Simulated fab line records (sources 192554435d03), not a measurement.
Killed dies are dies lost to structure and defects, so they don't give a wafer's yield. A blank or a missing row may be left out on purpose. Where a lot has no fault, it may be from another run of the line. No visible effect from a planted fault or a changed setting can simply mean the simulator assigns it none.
fab line records | flow n5-finfet | part 2 of 2: steps 25 to 32 of 32
record lots=5 | wafers=15 | last-day=16
route steps=1938 shown BEOL_M14@1738
lots that met no fault: from a run of the same line without faults
start-h: hours from the record's first day to the start of the lot's first wafer shown | wait-h: how many hours have passed since the lot's step before this one | " repeats the value in the row above | L1.1+2: several wafers, shown together as one row | - no value present, or no start provided | * or withheld: withheld | < > ~ a bound
route shown NAME@n: NAME is a module with steps in the file, n the number in the route of the first one | usual: the fault-free wafers' mean and standard deviation | same: alike in all rows | chamber/n: place in a boat | sites: per-site readings | _std_site: how widely they spread, as a standard deviation | _edge_site: inner sites' mean taken away from outer sites' mean | radius-mm: for every site, how far away it sits from the centre of the wafer | mask NAME#n: copy n | behind: the tool/chamber that last shaped the wafer | hold: reason for holding the lot/hours on hold/outcome of the hold | device: names the non-switching transistor (n, p or np) | end of line: tests run on the same wafers once the route is complete | where a step has no rows: the recipe by itself | killed: dies lost to structure and defects at the first sort, not the wafer's yield | map: a wafer's dies, marking killed ones x, the rest . and places with no die _
set.NAME: the setting that was run; set.NAME@STEP: the one run at that earlier step | model.NAME: the simulator's own value behind a step, which no gauge read
lots at some steps of the route; a table a step, a row a wafer
services: a tool's chamber out of use, with start hour (start-h, from the record's first day; less than 0 if before it), hours out, and reason
## steps
# step N5_BEOL_M14_SPUTTER_43
# recipe material=TaN | target-thk-a=150 | temp-c=50 | bias-v=168.6 | power-w=15000 | chamber-pressure-pa=0.12 | time-s=24.19
# usual chamber-pressure-pa=0.11997/0.00024 | susceptor-temp-C=50.00/0.13 | throttle-valve-pct=30.3/1.1
lot.wafer | tool           | chamber | start-h | wait-h | chamber-pressure-pa | susceptor-temp-C | throttle-valve-pct
L074.1    | pvd-sputter-01 | -       | 267.37  | 0.0    | 0.11972             | 49.92            | 29.3
L074.2    | "              | -       | "       | "      | 0.11987             | 50.08            | 31.6
L074.3    | "              | -       | "       | "      | 0.1202              | 49.85            | 31.3
L077.2    | pvd-sputter-03 | -       | 291.85  | 0.0    | 0.11996             | 50.05            | 31.6
L077.4    | "              | -       | "       | "      | 0.11962             | 49.81            | 30.2
L077.6    | "              | -       | "       | "      | 0.11971             | 49.94            | 31.7
L080.2    | pvd-sputter-03 | -       | 316.10  | 0.0    | 0.11991             | 49.68            | 31.4
L080.4    | "              | -       | "       | "      | 0.1199              | 49.96            | 30.2
L080.5    | "              | -       | "       | "      | 0.1199              | 49.94            | 31.2
L085.3    | pvd-sputter-02 | -       | 326.50  | 0.0    | 0.12006             | 49.95            | 29.5
L085.4    | "              | -       | "       | "      | 0.11966             | 49.98            | 29.3
L085.5    | "              | -       | "       | "      | 0.1203              | 50.17            | 29.8
L090.1    | pvd-sputter-01 | -       | 352.11  | 0.0    | 0.11966             | 49.91            | 31.7
L090.5    | "              | -       | "       | "      | 0.12026             | 50.02            | 31.1
L090.6    | "              | -       | "       | "      | 0.11947             | 50.25            | 29.5
# step N5_BEOL_M14_SPUTTER_44
# recipe material=Ta | target-thk-a=150 | temp-c=50 | bias-v=80 | power-w=15000 | chamber-pressure-pa=0.07 | time-s=24.19
# usual chamber-pressure-pa=0.06999/0.00016 | susceptor-temp-C=50.00/0.11 | throttle-valve-pct=30.3/1.1
lot.wafer | tool           | chamber | start-h | wait-h | chamber-pressure-pa | susceptor-temp-C | throttle-valve-pct
L074.1    | pvd-sputter-01 | -       | 267.45  | 0.0    | 0.07007             | 49.95            | 29.6
L074.2    | "              | -       | "       | "      | 0.07011             | 50.10            | 31.2
L074.3    | "              | -       | "       | "      | 0.06978             | 49.79            | 31.1
L077.2    | pvd-sputter-03 | -       | 291.93  | 0.0    | 0.06989             | 49.95            | 31.5
L077.4    | "              | -       | "       | "      | 0.07009             | 49.99            | 30.2
L077.6    | "              | -       | "       | "      | 0.06981             | 49.90            | 31.5
L080.2    | pvd-sputter-03 | -       | 316.18  | 0.0    | 0.07007             | 49.76            | 31.3
L080.4    | "              | -       | "       | "      | 0.06998             | 50.06            | 30.1
L080.5    | "              | -       | "       | "      | 0.07018             | 50.04            | 31.0
L085.3    | pvd-sputter-02 | -       | 326.58  | 0.0    | 0.06995             | 50.17            | 29.6
L085.4    | "              | -       | "       | "      | 0.06957             | 49.94            | 29.4
L085.5    | "              | -       | "       | "      | 0.0702              | 50.16            | 29.8
L090.1    | pvd-sputter-01 | -       | 352.19  | 0.0    | 0.07029             | 50.08            | 31.6
L090.5    | "              | -       | "       | "      | 0.07003             | 50.07            | 31.5
L090.6    | "              | -       | "       | "      | 0.07006             | 49.91            | 29.3
# step N5_BEOL_M14_SPUTTER_45
# recipe material=Cu | target-thk-a=1000 | temp-c=-20 | bias-v=60 | power-w=26000 | chamber-pressure-pa=0.13 | time-s=16.67
# usual chamber-pressure-pa=0.13/0.00028 | chuck-gas-flow-sccm=1.26/0.053 | susceptor-temp-C=-20.01/0.11 | throttle-valve-pct=30.3/1.1
lot.wafer | tool           | chamber | start-h | wait-h | chamber-pressure-pa | chuck-gas-flow-sccm | susceptor-temp-C | throttle-valve-pct
L074.1    | pvd-sputter-01 | -       | 267.53  | 0.0    | 0.13028             | 1.28                | -19.95           | 29.4
L074.2    | "              | -       | "       | "      | 0.12992             | 1.23                | -20.10           | 31.5
L074.3    | "              | -       | "       | "      | 0.12951             | 1.27                | -20.05           | 31.0
L077.2    | pvd-sputter-03 | -       | 292.01  | 0.0    | 0.12974             | 1.28                | -19.85           | 31.3
L077.4    | "              | -       | "       | "      | 0.12976             | 1.26                | -19.86           | 30.1
L077.6    | "              | -       | "       | "      | 0.13001             | 1.14                | -19.99           | 31.4
L080.2    | pvd-sputter-03 | -       | 316.26  | 0.0    | 0.12967             | 1.18                | -20.08           | 31.4
L080.4    | "              | -       | "       | "      | 0.13006             | 1.25                | -20.13           | 30.4
L080.5    | "              | -       | "       | "      | 0.13003             | 1.23                | -19.98           | 31.0
L085.3    | pvd-sputter-02 | -       | 326.66  | 0.0    | 0.13026             | 1.29                | -20.11           | 29.4
L085.4    | "              | -       | "       | "      | 0.13001             | 1.20                | -20.07           | 29.6
L085.5    | "              | -       | "       | "      | 0.13                | 1.24                | -19.95           | 29.8
L090.1    | pvd-sputter-01 | -       | 352.27  | 0.0    | 0.13029             | 1.21                | -20.10           | 31.6
L090.5    | "              | -       | "       | "      | 0.12975             | 1.20                | -20.09           | 31.6
L090.6    | "              | -       | "       | "      | 0.13015             | 1.26                | -20.01           | 29.7
# step N5_BEOL_M14_ECD_47
# recipe material=Cu | target-thk-a=12480
lot.wafer  | tool      | chamber | start-h | wait-h
L074.1+2+3 | ecd-cu-01 | 0,1,1   | 267.65  | 0.1
L077.2+4+6 | ecd-cu-01 | 1       | 292.16  | 0.1
L080.2+4+5 | ecd-cu-01 | 1,1,0   | 316.38  | 0.1
L085.3+4+5 | ecd-cu-02 | 0,1,1   | 326.83  | 0.1
L090.1+5+6 | ecd-cu-01 | 0,1,0   | 352.39  | 0.1
# step N5_BEOL_M14_ANNEAL_48
# recipe temp-c=225 | time-s=90 | ambient=N2
# usual wafer_temp_C_max=226.0/0.38
lot.wafer | tool          | chamber | start-h | wait-h | wafer_temp_C_max
L074.1    | rtp-anneal-01 | 0       | 268.41  | 0.7    | 226.2
L074.2    | "             | 0       | "       | "      | 225.8
L074.3    | "             | 0       | "       | "      | 226.1
L077.2    | rtp-anneal-01 | 0       | 293.90  | 1.7    | 225.9
L077.4    | "             | 0       | "       | "      | 226.0
L077.6    | "             | 0       | "       | "      | 225.8
L080.2    | rtp-anneal-01 | 0       | 316.61  | 0.2    | 226.1
L080.4    | "             | 0       | "       | "      | 226.0
L080.5    | "             | 0       | "       | "      | 225.6
L085.3    | rtp-anneal-01 | 0       | 327.06  | 0.2    | 225.7
L085.4    | "             | 0       | "       | "      | 225.8
L085.5    | "             | 0       | "       | "      | 225.5
L090.1    | rtp-anneal-02 | 0       | 352.68  | 0.2    | 226.3
L090.5    | "             | 0       | "       | "      | 226.8
L090.6    | "             | 0       | "       | "      | 226.5
# step N5_BEOL_M14_CMP_49
# recipe stop-on=SiO2 | t-overpolish-s=5.2 | down-force-psi=2 | platen-rpm=80 | clearing-platen-down-force-psi=2 | clearing-platen-rpm=80 | post-cmp-clean=cu-alkaline | target-thk-nm=560 | clearing-platen-pad-velocity-m-s=1.5917 | pad-velocity-m-s=1.5917
# usual barrier-field-endpoint-s=11.41/0.29 | motor-current-A=8.5/0.77 | overpolish-run-s=5.201/0.0089 | time-to-endpoint-s=121/4.5
# same t-overpolish-s=5.2
lot.wafer | tool   | chamber | start-h | wait-h | barrier-field-endpoint-s | motor-current-A | overpolish-run-s | time-to-endpoint-s
L074.3    | cmp-01 | 1       | 268.76  | 0.2    | 11.33                    | 8.3             | 5.202            | 128
L074.1    | "      | 2       | "       | "      | 10.98                    | 8.4             | 5.214            | 119
L074.2    | "      | 3       | "       | "      | 11.18                    | 8.2             | 5.189            | 119
L077.4    | cmp-01 | 0       | 294.19  | 0.2    | 11.36                    | 10.1            | 5.188            | 120
L077.2    | "      | 1       | "       | "      | 11.76                    | 8.4             | 5.213            | 129
L077.6    | "      | 3       | "       | "      | 11.72                    | 8.2             | 5.194            | 124
L080.4    | cmp-01 | 0       | 316.86  | 0.1    | 11.54                    | 10.3            | 5.199            | 122
L080.2    | "      | 1       | "       | "      | 12.06                    | 8.2             | 5.198            | 135
L080.5    | "      | 1       | "       | "      | 12.01                    | 8.4             | 5.201            | 130
L085.4    | cmp-01 | 1       | 327.28  | 0.1    | 11.80                    | 8.4             | 5.199            | 131
L085.3    | "      | 2       | "       | "      | 11.06                    | 8.0             | 5.190            | 118
L085.5    | "      | 1       | "       | "      | 11.94                    | 8.2             | 5.188            | 131
L090.1    | cmp-01 | 1       | 353.09  | 0.4    | 11.81                    | 8.1             | 5.204            | 129
L090.6    | "      | 2       | "       | "      | 11.28                    | 8.0             | 5.202            | 120
L090.5    | "      | 3       | "       | "      | 11.19                    | 8.3             | 5.209            | 118
# step N5_BEOL_M14_THK_MEAS_50
# recipe thk-meas-gauge=xrf | reads=Cu_of_BEOL_M14_ECD_47
# usual M14_THK=557/14
lot.wafer | tool          | chamber | start-h | wait-h | M14_THK[nm]
L074.1    | film-metro-02 | -       | 269.01  | -      | 572
L074.2    | "             | -       | "       | "      | 571
L074.3    | "             | -       | "       | "      | 593
L077.2    | film-metro-01 | -       | 294.44  | -      | 563
L077.4    | "             | -       | "       | "      | 562
L077.6    | "             | -       | "       | "      | 560
L080.2    | film-metro-02 | -       | 317.16  | -      | 554
L080.4    | "             | -       | "       | "      | 548
L080.5    | "             | -       | "       | "      | 550
L085.3    | film-metro-02 | -       | 327.57  | -      | 556
L085.4    | "             | -       | "       | "      | 530
L085.5    | "             | -       | "       | "      | 560
L090.1    | film-metro-02 | -       | 353.27  | -      | 563
L090.5    | "             | -       | "       | "      | 556
L090.6    | "             | -       | "       | "      | 554
# step N5_BEOL_M14_PRE_CLEAN_52
# recipe gas=NH3 | time-s=15 | temp-c=withheld | rf-power-w=300
lot.wafer  | tool     | chamber | start-h | wait-h
L074.1+2+3 | pecvd-01 | 2,1,0   | 269.05  | 0.0
L077.2+4+6 | pecvd-04 | 2,0,1   | 294.48  | 0.0
L080.2+4+5 | pecvd-02 | 1,2,1   | 317.19  | 0.0
L085.3+4+5 | pecvd-02 | 2,0,1   | 327.61  | 0.0
L090.1+5+6 | pecvd-02 | 1,0,2   | 353.30  | 0.0
## services
tool           | chamber | start-h | hours | kind
rie-diel-02    | 2       | 244.49  | -     | clean
rie-diel-02    | 2       | 244.49  | -     | consumable-replace:focus-ring
ecd-cu-01      | -       | 250.18  | 0.6   | repair
litho-track-03 | -       | 257.94  | -     | consumable-replace:filter
cmp-01         | -       | 258.05  | 0.7   | repair
krf-scanner-01 | -       | 269.52  | 4.0   | pm
cmp-01         | -       | 274.28  | 3.0   | repair
ecd-cu-01      | -       | 277.76  | 1.1   | repair
krf-scanner-02 | -       | 278.90  | 1.0   | pm
krf-scanner-01 | -       | 290.03  | 0.8   | pm
pecvd-01       | 1       | 294.60  | 5.9   | repair
rie-diel-02    | 1       | 300.39  | 15.4  | repair
pvd-sputter-02 | -       | 301.83  | 7.9   | repair
krf-scanner-01 | -       | 302.46  | 1.0   | pm
rie-diel-02    | 3       | 305.25  | 2.1   | repair
rie-diel-04    | 1       | 308.27  | 2.9   | repair
rie-diel-04    | 0       | 311.57  | 9.9   | repair
krf-scanner-01 | -       | 318.54  | 1.3   | pm
pecvd-01       | 2       | 323.02  | 8.5   | repair
krf-scanner-02 | -       | 326.00  | 0.4   | repair
pecvd-02       | 1       | 329.19  | 4.8   | repair
ecd-cu-01      | -       | 344.62  | 0.2   | repair
rie-diel-04    | 3       | 346.23  | 10.6  | repair
rie-diel-04    | -       | 352.25  | 0.6   | repair
